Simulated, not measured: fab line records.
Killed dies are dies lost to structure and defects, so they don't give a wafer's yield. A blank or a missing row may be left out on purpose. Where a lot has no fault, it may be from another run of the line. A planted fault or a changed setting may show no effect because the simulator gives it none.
fab line records	flow n5Finfet	part 1 of 2: steps 1 to 4 of 6
record lots=24	wafers=72	lastDay=20
route steps=1938 shown BEOL_M8@1353
lots with no fault: from the same line, run without faults
startH: the number of hours between the record's first day and the start of the first shown wafer of the lot	waitH: hours from the lot's prior step to this one	" same as the row above	L1.1+2: a single row standing in for several wafers	- value missing, or start not given	* or withheld: withheld	< > ~ a bound
route shown NAME@n: names a module that has steps shown in the file, with the first one's number in the route	usual: mean/standard deviation of fault-free wafers	same: alike in all rows	chamber/n: place in a boat	sites: per-site readings	_std_site: the standard deviation of these	_edge_site: outer sites' mean less inner sites'	radiusMm: how far each site lies from the wafer's centre	mask NAME#n: copy n	behind: the most recent tool/chamber to have shaped the wafer	hold: why the lot was held/for how many hours/how that ended	device: names the non-switching transistor (n, p or np)	end of line: at the end of the route, the tests of the same wafers	a step with no rows: only its recipe	killed: dies that structure and defects cost at the first sort, which is not the same as the wafer's yield	map: shows each die of a wafer: x if killed, . if not, _ if none is there
set.NAME: the setting as run; set.NAME@STEP: as run at that earlier step	model.NAME: the simulator's own value behind a step, which no gauge read
the route's steps for a sample of lots (tables are steps, rows are wafers)
services: when a tool's chamber went out of use (startH, in hours from the record's first day, below 0 if earlier), for how many hours, and the reason
## steps
# step N5_BEOL_M8_HM_OPEN_17
# recipe chemistry=Cl2/BCl3	targetDepthA=200	overetchA=60	target=TiN	maskMaterial=SOC	ionEnergyEv=150	pressureMtorr=10	icpW=1000	biasW=126	Cl2_flow_sccm=53.25	bcl3FlowSccm=21.75	Ar_flow_sccm=25
# usual drypumpMotorCurrentA=5.7/0.48	oesProductAu=0.68/0.06	throttleValvePct=22.02/0.25
lot.wafer	tool	chamber	startH	waitH	drypumpMotorCurrentA	oesProductAu	rfHoursCounterH	throttleValvePct
L075.3	rieMetal-03	0	266.48	0.1	6.6	0.65	-	22.22
L075.4	"	1	"	"	5.8	0.57	-	21.87
L075.6	"	0	"	"	6.6	0.65	-	22.24
L076.1	rieMetal-02	1	273.69	0.0	5.2	0.71	22	22.39
L076.5	"	1	"	"	5.3	0.71	-	22.38
L076.6	"	0	"	"	5.7	0.68	-	21.63
L074.1	rieMetal-01	1	273.99	0.0	5.1	0.74	17	22.09
L074.5	"	1	"	"	5.1	0.74	-	22.09
L074.6	"	0	"	"	5.8	0.68	-	21.90
L078.1	rieMetal-03	0	279.32	0.0	6.6	0.66	55	22.22
L078.2	"	1	"	"	5.7	0.56	99	21.87
L078.4	"	0	"	"	6.6	0.65	-	22.23
L077.2	rieMetal-03	0	286.54	0.0	6.6	0.65	56	22.26
L077.3	"	1	"	"	5.7	0.56	-	21.91
L077.6	"	0	"	"	6.6	0.64	-	22.26
L079.4	rieMetal-02	1	293.37	0.1	5.2	0.70	-	22.41
L079.5	"	1	"	"	5.2	0.70	-	22.37
L079.6	"	0	"	"	5.7	0.68	-	21.62
L081.2	rieMetal-02	0	311.01	0.2	5.7	0.68	32	21.61
L081.5	"	0	"	"	5.7	0.68	-	21.60
L081.6	"	1	"	"	5.2	0.70	-	22.38
L084.2	rieMetal-01	0	320.42	0.0	5.8	0.67	35	21.90
L084.3	"	0	"	"	5.8	0.66	-	21.93
L084.6	"	0	"	"	5.8	0.67	-	21.88
L082.4	rieMetal-01	1	330.04	0.1	5.1	0.73	-	22.10
L082.5	"	0	"	"	5.8	0.67	-	21.90
L082.6	"	1	"	"	5.1	0.74	-	22.09
L080.1	rieMetal-01	0	335.17	0.0	5.8	0.66	36	21.92
L080.5	"	1	"	"	5.1	0.73	-	22.09
L080.6	"	0	"	"	5.8	0.66	-	21.92
L083.1	rieMetal-01	0	335.92	0.0	5.8	0.66	36	21.92
L083.4	"	0	"	"	5.8	0.66	-	21.92
L083.5	"	1	"	"	5.1	0.72	-	22.10
L087.1	rieMetal-01	0	339.53	0.0	5.7	0.66	37	21.91
L087.2	"	1	"	"	5.1	0.72	24	22.10
L087.3	"	1	"	"	5.1	0.73	-	22.11
L085.1	rieMetal-02	0	352.09	0.0	5.7	0.66	35	21.62
L085.4	"	0	"	"	5.7	0.67	-	21.63
L085.5	"	1	"	"	5.2	0.70	-	22.41
L088.3	rieMetal-01	1	352.09	0.1	5.1	0.70	-	22.13
L088.4	"	0	"	"	5.8	0.65	-	21.94
L088.5	"	0	"	"	5.8	0.64	-	21.94
L090.1	rieMetal-03	1	375.72	0.0	5.7	0.82	1	21.78
L090.4	"	1	"	"	5.8	0.82	-	21.78
L090.5	"	1	"	"	5.7	0.82	-	21.77
L089.3	rieMetal-03	1	376.01	0.1	5.7	0.83	-	21.77
L089.5	"	1	"	"	5.7	0.82	-	21.77
L089.6	"	0	"	"	6.6	0.63	-	22.25
L091.2	rieMetal-03	1	376.34	0.0	5.8	0.82	1	21.77
L091.3	"	1	"	"	5.8	0.83	-	21.76
L091.4	"	0	"	"	6.6	0.63	-	22.26
L093.1	rieMetal-02	1	382.72	0.0	5.2	0.68	31	22.41
L093.3	"	0	"	"	5.7	0.65	-	21.65
L093.4	"	1	"	"	5.3	0.68	-	22.41
L095.1	rieMetal-02	0	385.55	0.0	5.7	0.66	38	21.63
L095.4	"	0	"	"	5.7	0.66	-	21.62
L095.6	"	0	"	"	5.7	0.66	-	21.63
L086.3	rieMetal-02	0	385.84	0.1	5.7	0.66	-	21.63
L086.4	"	1	"	"	5.3	0.68	-	22.41
L086.5	"	0	"	"	5.7	0.65	-	21.66
L092.2	rieMetal-01	1	396.64	0.0	5.1	0.71	29	22.11
L092.5	"	0	"	"	5.8	0.64	-	21.95
L092.6	"	1	"	"	5.1	0.70	-	22.10
L094.1	rieMetal-03	0	402.07	0.0	6.6	0.63	65	22.27
L094.4	"	0	"	"	6.6	0.62	-	22.26
L094.6	"	1	"	"	5.7	0.80	-	21.81
L096.3	rieMetal-03	1	405.70	0.1	5.7	0.78	-	21.79
L096.4	"	0	"	"	6.6	0.62	-	22.30
L096.5	"	1	"	"	5.8	0.81	-	21.78
L097.3	rieMetal-01	1	406.90	0.1	5.1	0.70	-	22.12
L097.4	"	0	"	"	5.8	0.64	-	21.94
L097.6	"	1	"	"	5.1	0.70	-	22.11
# step N5_BEOL_M8_OVL_MEAS_29
# recipe pointsPerWafer=522
# usual V7_OVL=0.0/0.73
lot.wafer	tool	chamber	startH	waitH	V7_OVL[nm]
L075.3	overlay-01	0	267.19	0.0	-0.5
L075.4	"	0	"	"	-1.3
L075.6	"	0	"	"	-0.3
L076.1	overlay-01	0	274.64	0.0	0.1
L076.5	"	0	"	"	-0.5
L076.6	"	0	"	"	-1.1
L074.1	overlay-01	0	274.80	0.0	0.7
L074.5	"	0	"	"	1.4
L074.6	"	0	"	"	0.7
L078.1	overlay-01	0	281.43	0.0	1.0
L078.2	"	0	"	"	0.0
L078.4	"	0	"	"	-0.5
L077.2	overlay-01	0	287.08	0.0	0.4
L077.3	"	0	"	"	0.8
L077.6	"	0	"	"	-0.1
L079.4	overlay-01	0	294.16	0.0	-0.2
L079.5	"	0	"	"	0.4
L079.6	"	0	"	"	1.0
L081.2	overlay-01	0	314.06	0.0	-0.7
L081.5	"	0	"	"	-0.9
L081.6	"	0	"	"	-0.9
L084.2	overlay-01	0	321.16	0.0	-0.4
L084.3	"	0	"	"	-0.5
L084.6	"	0	"	"	0.5
L082.4	overlay-01	0	330.55	0.0	0.2
L082.5	"	0	"	"	0.3
L082.6	"	0	"	"	0.6
L080.1	overlay-01	0	337.05	0.0	0.4
L080.5	"	0	"	"	-0.2
L080.6	"	0	"	"	0.8
L083.1	overlay-01	0	337.10	0.0	1.0
L083.4	"	0	"	"	0.6
L083.5	"	0	"	"	0.4
L087.1	overlay-02	0	341.44	0.0	-0.8
L087.2	"	0	"	"	0.2
L087.3	"	0	"	"	0.6
L085.1	overlay-02	0	356.00	0.0	0.3
L085.4	"	0	"	"	0.3
L085.5	"	0	"	"	0.3
L088.3	overlay-01	0	356.29	0.0	0.0
L088.4	"	0	"	"	0.0
L088.5	"	0	"	"	0.0
L090.1	overlay-01	0	378.39	0.0	-1.0
L090.4	"	0	"	"	-0.5
L090.5	"	0	"	"	-1.5
L091.2	overlay-02	0	378.69	0.0	0.0
L091.3	"	0	"	"	0.0
L091.4	"	0	"	"	0.2
L089.3	overlay-02	0	378.74	0.0	0.6
L089.5	"	0	"	"	-0.8
L089.6	"	0	"	"	0.2
L093.1	overlay-02	0	383.83	0.0	0.9
L093.3	"	0	"	"	0.2
L093.4	"	0	"	"	-0.7
L086.3	overlay-02	0	388.24	0.0	0.2
L086.4	"	0	"	"	0.4
L086.5	"	0	"	"	0.3
L095.1	overlay-02	0	388.42	0.0	-0.6
L095.4	"	0	"	"	-1.5
L095.6	"	0	"	"	-1.0
L092.2	overlay-02	0	398.64	0.0	1.2
L092.5	"	0	"	"	0.5
L092.6	"	0	"	"	0.0
L094.1	overlay-02	0	403.27	0.0	-0.6
L094.4	"	0	"	"	-1.3
L094.6	"	0	"	"	-1.0
L097.3	overlay-02	0	409.24	0.0	0.4
L097.4	"	0	"	"	1.1
L097.6	"	0	"	"	-0.3
L096.3	overlay-02	0	409.32	0.1	-0.2
L096.4	"	0	"	"	0.4
L096.5	"	0	"	"	0.3
# step N5_BEOL_M8_DESCUM_33
# recipe chemistry=O2	timeS=7	sourcePowerW=50	biasPowerW=20	pressureMtorr=20	rfFrequencyHz=2.712e+07	tempC=40	resist=CAR-EUV	o2FlowSccm=225
# usual drypumpMotorCurrentA=5.8/0.56	oesProductAu=0.82/0.079	rfVppV=243.6/1.5	showerheadPlenumPTorr=2.12/0.083	throttleValvePct=20.3/0.3
lot.wafer	tool	chamber	startH	waitH	drypumpMotorCurrentA	oesProductAu	rfHoursCounterH	rfVppV	showerheadPlenumPTorr	throttleValvePct
L075.3	rieDiel-05	3	267.30	0.1	5.3	0.71	218	242.9	2.07	20.3
L075.4	"	2	"	"	5.8	0.81	104	243.4	2.11	20.1
L075.6	"	0	"	"	6.4	0.93	-	245.7	2.22	20.5
L076.1	rieDiel-02	0	274.73	0.0	5.3	0.81	73	244.2	2.19	20.4
L076.5	"	1	"	"	5.6	0.84	-	241.7	2.05	20.2
L076.6	"	0	"	"	5.3	0.80	-	245.1	2.19	20.4
L074.1	rieDiel-05	1	274.90	0.0	5.1	0.69	248	243.2	2.04	20.2
L074.5	"	0	"	"	6.4	0.93	-	244.3	2.22	20.5
L074.6	"	1	"	"	5.2	0.69	-	243.3	2.04	20.2
L078.1	rieDiel-02	1	281.55	0.1	5.6	0.85	60	243.0	2.05	20.2
L078.2	"	2	"	"	6.5	0.75	184	240.9	2.00	20.5
L078.4	"	3	"	"	6.8	0.77	109	245.0	2.22	20.7
L077.2	rieDiel-03	3	287.70	0.6	6.0	0.91	29	245.8	2.23	20.1
L077.3	"	1	"	"	6.3	0.80	-	242.1	2.01	20.7
L077.6	"	3	"	"	5.9	0.92	-	246.3	2.23	20.1
L079.4	rieDiel-02	2	294.23	0.0	6.5	0.74	190	241.5	2.00	20.5
L079.5	"	1	"	"	5.6	0.85	-	244.2	2.04	20.2
L079.6	"	0	"	"	5.3	0.80	-	244.6	2.19	20.4
L081.2	rieDiel-02	1	314.15	0.0	5.6	0.84	73	241.9	2.04	20.2
L081.5	"	3	"	"	6.8	0.75	-	244.7	2.22	20.8
L081.6	"	0	"	"	5.3	0.78	-	244.0	2.19	20.4
L084.2	rieDiel-05	3	321.25	0.0	5.3	0.69	243	242.0	2.06	20.3
L084.3	"	1	"	"	5.1	0.97	6	243.0	2.04	19.8
L084.6	"	1	"	"	5.1	0.95	-	242.5	2.04	19.8
L082.4	rieDiel-03	1	330.63	0.0	6.3	0.78	112	242.1	2.01	20.7
L082.5	"	3	"	"	6.0	0.88	-	244.6	2.22	20.2
L082.6	"	2	"	"	5.7	0.89	-	244.6	2.23	20.4
L080.1	rieDiel-05	1	337.15	0.0	5.1	0.93	12	243.1	2.04	19.8
L080.5	"	0	"	"	6.4	0.90	-	243.7	2.22	20.5
L080.6	"	3	"	"	5.3	0.69	-	242.4	2.06	20.3
L083.1	rieDiel-05	1	337.74	0.6	5.1	0.93	13	240.2	2.04	19.8
L083.4	"	0	"	"	6.4	0.90	-	244.8	2.22	20.6
L083.5	"	2	"	"	5.8	0.78	-	242.5	2.10	20.2
L087.1	rieDiel-03	0	341.56	0.1	5.0	0.89	19	242.6	2.05	20.0
L087.2	"	3	"	"	6.0	0.88	50	245.5	2.22	20.2
L087.3	"	1	"	"	6.3	0.77	116	241.8	2.01	20.7
L085.1	rieDiel-05	1	356.42	0.4	5.2	0.91	20	243.3	2.04	19.8
L085.4	"	0	"	"	6.4	0.88	-	244.4	2.21	20.6
L085.5	"	1	"	"	5.1	0.91	-	242.2	2.04	19.8
L088.3	rieDiel-02	3	356.55	0.2	6.8	0.74	137	246.1	2.21	20.8
L088.4	"	1	"	"	5.6	0.82	88	242.4	2.04	20.2
L088.5	"	0	"	"	5.3	0.77	-	245.4	2.18	20.5
L090.1	rieDiel-03	0	378.48	0.0	5.0	0.86	29	241.7	2.05	20.0
L090.4	"	2	"	"	5.7	0.86	70	246.8	2.22	20.4
L090.5	"	3	"	"	6.0	0.88	-	245.5	2.21	20.2
L091.2	rieDiel-02	3	378.78	0.0	6.8	0.73	145	243.3	2.21	20.8
L091.3	"	1	"	"	5.6	0.81	96	241.6	2.03	20.2
L091.4	"	2	"	"	6.5	0.71	222	241.3	1.98	20.6
L089.3	rieDiel-03	1	378.88	0.1	6.2	0.77	128	242.5	2.00	20.7
L089.5	"	2	"	"	5.7	0.86	-	244.6	2.22	20.4
L089.6	"	1	"	"	6.3	0.77	-	241.7	2.00	20.7
L093.1	rieDiel-05	1	383.92	0.0	5.1	0.89	30	242.1	2.03	19.8
L093.3	"	2	"	"	5.8	0.75	150	242.8	2.09	20.2
L093.4	"	0	"	"	6.4	0.88	47	246.0	2.21	20.5
L086.3	rieDiel-05	1	388.32	0.0	5.1	0.89	31	242.3	2.03	19.8
L086.4	"	0	"	"	6.4	0.86	48	245.4	2.21	20.6
L086.5	"	3	"	"	5.3	0.96	-	242.2	2.06	19.8
L095.1	rieDiel-05	2	388.72	0.2	5.8	0.75	152	243.0	2.09	20.2
L095.4	"	1	"	"	5.2	0.90	32	244.0	2.03	19.8
L095.6	"	3	"	"	5.3	0.97	-	242.6	2.06	19.8
L092.2	rieDiel-05	1	398.72	0.0	5.1	0.87	34	243.0	2.03	19.8
L092.5	"	1	"	"	5.1	0.88	-	242.1	2.03	19.8
L092.6	"	0	"	"	6.4	0.86	-	245.9	2.21	20.6
L094.1	rieDiel-05	1	403.41	0.1	5.1	0.88	36	243.1	2.03	19.8
L094.4	"	0	"	"	6.4	0.86	52	245.0	2.21	20.6
L094.6	"	0	"	"	6.4	0.85	-	246.1	2.21	20.6
L097.3	rieDiel-05	0	409.32	0.0	6.4	0.85	55	246.1	2.21	20.6
L097.4	"	2	"	"	5.9	0.74	158	242.3	2.09	20.2
L097.6	"	3	"	"	5.3	0.95	-	243.3	2.05	19.8
L096.3	rieDiel-02	3	409.53	0.2	6.8	0.72	-	244.7	2.20	20.8
L096.4	"	0	"	"	5.3	0.75	-	244.7	2.18	20.5
L096.5	"	3	"	"	6.8	0.73	-	243.9	2.20	20.8
# step N5_BEOL_M8_ETCH_65
# recipe chemistry=CF4	target=SiARC	targetDepthA=156	maskMaterial=CAR-EUV	timeS=26	ionEnergyEv=80	pressureMtorr=40	sourceW=545	biasW=36	Ar_flow_sccm=100	cf4FlowSccm=100	ends=cleared
# usual drypumpMotorCurrentA=5.8/0.56	etchRfOnTimeS=25.8/0.57	oesProductAu=0.70/0.066	rfVppV=184.3/1.2	showerheadPlenumPTorr=2.16/0.082	throttleValvePct=15.45/0.28
lot.wafer	tool	chamber	startH	waitH	drypumpMotorCurrentA	etchRfOnTimeS	oesProductAu	rfHoursCounterH	rfVppV	showerheadPlenumPTorr	throttleValvePct
L075.3	rieDiel-05	3	267.35	0.0	5.3	26.2	0.61	218	183.6	2.12	15.48
L075.4	"	2	"	"	5.9	25.8	0.68	104	183.0	2.14	15.24
L075.6	"	0	"	"	6.4	25.2	0.79	-	185.9	2.28	15.69
L076.1	rieDiel-02	0	274.78	0.0	5.3	26.4	0.69	73	185.6	2.26	15.67
L076.5	"	1	"	"	5.6	26.2	0.73	-	182.5	2.08	15.27
L076.6	"	0	"	"	5.3	26.6	0.69	-	186.6	2.26	15.68
L074.1	rieDiel-05	1	274.95	0.0	5.1	26.4	0.59	248	184.7	2.10	15.53
L074.5	"	0	"	"	6.4	25.2	0.79	-	184.5	2.28	15.68
L074.6	"	1	"	"	5.2	26.2	0.59	-	182.3	2.10	15.53
L078.1	rieDiel-02	1	281.60	0.0	5.6	26.3	0.72	60	180.5	2.08	15.27
L078.2	"	2	"	"	6.5	26.3	0.63	184	182.5	2.03	15.56
L078.4	"	3	"	"	6.8	25.1	0.67	109	186.3	2.23	15.66
L077.2	rieDiel-03	3	287.78	0.0	5.9	24.4	0.80	29	186.0	2.26	15.22
L077.3	"	1	"	"	6.3	25.3	0.70	-	184.8	2.07	15.82
L077.6	"	3	"	"	5.9	24.8	0.80	-	185.6	2.26	15.22
L079.4	rieDiel-02	2	294.29	0.0	6.5	26.2	0.62	190	183.1	2.03	15.56
L079.5	"	1	"	"	5.6	26.0	0.72	-	183.1	2.08	15.28
L079.6	"	0	"	"	5.3	26.4	0.69	-	185.6	2.26	15.70
L081.2	rieDiel-02	1	314.20	0.0	5.6	26.3	0.70	73	184.3	2.08	15.29
L081.5	"	3	"	"	6.8	25.2	0.66	-	185.9	2.22	15.72
L081.6	"	0	"	"	5.3	26.8	0.67	-	185.1	2.26	15.70
L084.2	rieDiel-05	3	321.30	0.0	5.3	26.4	0.59	243	184.6	2.11	15.52
L084.3	"	1	"	"	5.1	26.2	0.80	6	182.0	2.10	15.04
L084.6	"	1	"	"	5.1	26.3	0.81	-	183.8	2.09	15.04
L082.4	rieDiel-03	1	330.68	0.0	6.3	25.7	0.67	112	182.6	2.06	15.84
L082.5	"	3	"	"	5.9	24.8	0.77	-	185.9	2.25	15.26
L082.6	"	2	"	"	5.7	25.5	0.75	-	183.8	2.26	15.49
L080.1	rieDiel-05	1	337.20	0.0	5.2	26.5	0.77	12	183.1	2.09	15.05
L080.5	"	0	"	"	6.4	25.4	0.76	-	185.3	2.27	15.71
L080.6	"	3	"	"	5.3	26.3	0.58	-	184.5	2.11	15.55
L083.1	rieDiel-05	1	337.79	0.0	5.2	26.1	0.79	13	184.4	2.09	15.05
L083.4	"	0	"	"	6.4	25.4	0.75	-	185.5	2.27	15.71
L083.5	"	2	"	"	5.8	25.9	0.66	-	185.0	2.13	15.28
L087.1	rieDiel-03	0	341.61	0.0	5.0	26.5	0.75	19	183.4	2.10	15.06
L087.2	"	3	"	"	6.0	25.1	0.76	50	186.0	2.25	15.25
L087.3	"	1	"	"	6.3	25.3	0.69	116	183.5	2.06	15.85
L085.1	rieDiel-05	1	356.47	0.0	5.2	26.2	0.77	20	183.9	2.09	15.06
L085.4	"	0	"	"	6.4	25.2	0.75	-	184.6	2.27	15.74
L085.5	"	1	"	"	5.1	25.9	0.78	-	184.7	2.09	15.06
L088.3	rieDiel-02	3	356.60	0.0	6.8	25.1	0.65	137	185.0	2.22	15.72
L088.4	"	1	"	"	5.6	26.0	0.69	88	182.6	2.07	15.31
L088.5	"	0	"	"	5.3	26.7	0.65	-	184.7	2.25	15.74
L090.1	rieDiel-03	0	378.53	0.0	5.0	26.6	0.73	29	183.8	2.09	15.07
L090.4	"	2	"	"	5.7	25.9	0.73	70	184.0	2.26	15.52
L090.5	"	3	"	"	5.9	25.1	0.75	-	184.9	2.25	15.28
L091.2	rieDiel-02	3	378.83	0.0	6.8	25.2	0.64	145	184.7	2.22	15.74
L091.3	"	1	"	"	5.6	26.5	0.68	96	182.1	2.07	15.35
L091.4	"	2	"	"	6.5	26.4	0.60	222	182.1	2.02	15.63
L089.3	rieDiel-03	1	378.93	0.0	6.3	25.0	0.68	128	183.5	2.06	15.88
L089.5	"	2	"	"	5.7	25.8	0.73	-	184.0	2.26	15.54
L089.6	"	1	"	"	6.3	25.1	0.68	-	183.6	2.06	15.90
L093.1	rieDiel-05	1	383.97	0.0	5.1	26.2	0.76	30	182.8	2.09	15.09
L093.3	"	2	"	"	5.8	26.0	0.65	150	184.8	2.13	15.33
L093.4	"	0	"	"	6.4	25.2	0.73	47	184.8	2.27	15.75
L086.3	rieDiel-05	1	388.37	0.0	5.1	26.0	0.76	31	183.9	2.09	15.09
L086.4	"	0	"	"	6.4	25.5	0.72	48	185.3	2.26	15.77
L086.5	"	3	"	"	5.3	26.0	0.82	-	183.9	2.11	15.02
L095.1	rieDiel-05	2	388.77	0.0	5.8	25.7	0.65	152	184.0	2.12	15.33
L095.4	"	1	"	"	5.1	25.7	0.76	32	183.6	2.09	15.08
L095.6	"	3	"	"	5.3	25.5	0.83	-	184.1	2.11	15.02
L092.2	rieDiel-05	1	398.78	0.0	5.1	26.0	0.75	34	183.2	2.09	15.10
L092.5	"	1	"	"	5.1	26.0	0.76	-	183.3	2.09	15.10
L092.6	"	0	"	"	6.4	25.0	0.73	-	185.4	2.26	15.76
L094.1	rieDiel-05	1	403.46	0.0	5.2	25.6	0.76	36	183.7	2.08	15.10
L094.4	"	0	"	"	6.4	25.1	0.73	52	185.6	2.26	15.77
L094.6	"	0	"	"	6.4	25.4	0.72	-	186.6	2.26	15.76
L097.3	rieDiel-05	0	409.37	0.0	6.4	25.4	0.72	55	184.1	2.26	15.77
L097.4	"	2	"	"	5.8	26.4	0.63	158	184.2	2.12	15.34
L097.6	"	3	"	"	5.3	26.0	0.81	-	183.6	2.10	15.04
L096.3	rieDiel-02	3	409.60	0.0	6.8	25.3	0.64	-	184.2	2.21	15.77
L096.4	"	0	"	"	5.3	26.8	0.64	-	184.4	2.24	15.79
L096.5	"	3	"	"	6.8	25.4	0.63	-	185.2	2.21	15.78
